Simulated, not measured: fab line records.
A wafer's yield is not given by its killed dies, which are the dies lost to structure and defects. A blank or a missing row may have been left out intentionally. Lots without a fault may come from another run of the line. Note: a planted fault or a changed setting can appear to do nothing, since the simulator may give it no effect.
Matching of chambers + flow n5-finfet + N5_SD_EPI_P_DESCUM_14 on rie-diel-01 has 4 sister chambers
The step chemistry O2, time 7.9 s. 8 wafers are shown with their chamber, then 7 later ones without.

EACH WAFER AND ITS CHAMBER
| wafer  | chamber | showerhead-plenum-p-Torr (Torr) | throttle-valve-pct (%) |
|--------|---------|---------------------------------|------------------------|
| L077.3 | 1       | 1.98                            | 20.42                  |
| L080.3 | 3       | 2.00                            | 20.10                  |
| L082.5 | 0       | 2.12                            | 20.66                  |
| L082.6 | 1       | 1.98                            | 20.44                  |
| L083.2 | 0       | 2.12                            | 20.64                  |
| L083.5 | 2       | 2.05                            | 20.25                  |
| L085.1 | 2       | 2.05                            | 20.25                  |
| L085.4 | 3       | 1.99                            | 20.09                  |

WAFERS MISSING THEIR CHAMBER
| wafer  | showerhead-plenum-p-Torr (Torr) | throttle-valve-pct (%) |
|--------|---------------------------------|------------------------|
| L085.5 | 1.98                            | 20.46                  |
| L090.4 | 2.11                            | 20.67                  |
| L090.5 | 2.11                            | 20.66                  |
| L090.6 | 1.97                            | 20.47                  |
| L096.2 | 1.97                            | 20.48                  |
| L096.4 | 1.99                            | 20.12                  |
| L096.5 | 2.04                            | 20.30                  |

CHAMBER TAKEN BY EACH
| wafer  | from the rows above | in truth |
|--------|---------------------|----------|
| L085.5 | 1                   | 1        |
| L090.4 | 0                   | 0        |
| L090.5 | 0                   | 0        |
| L090.6 | 1                   | 1        |
| L096.2 | 1                   | 1        |
| L096.4 | 3                   | 3        |
| L096.5 | 2                   | 2        |
7 of 7 placed correctly. Not placeable from these rows: 0. Number placed wrongly: 0.
How it was worked out, from the rows above alone: a wafer's distance from a chamber is the root of the sum, over the readings, of the square of ((its reading less the chamber's mean) divided by the reading's scatter). If the next closest chamber is less than 2 further off than the closest, the wafer can't be placed; otherwise it belongs to the closest. For every chamber, the mean is computed from those of its wafers that are shown. The scatter: the root of (the sum of the squares of (reading less its chamber's mean) over the shown wafers, divided by (wafers less chambers)).
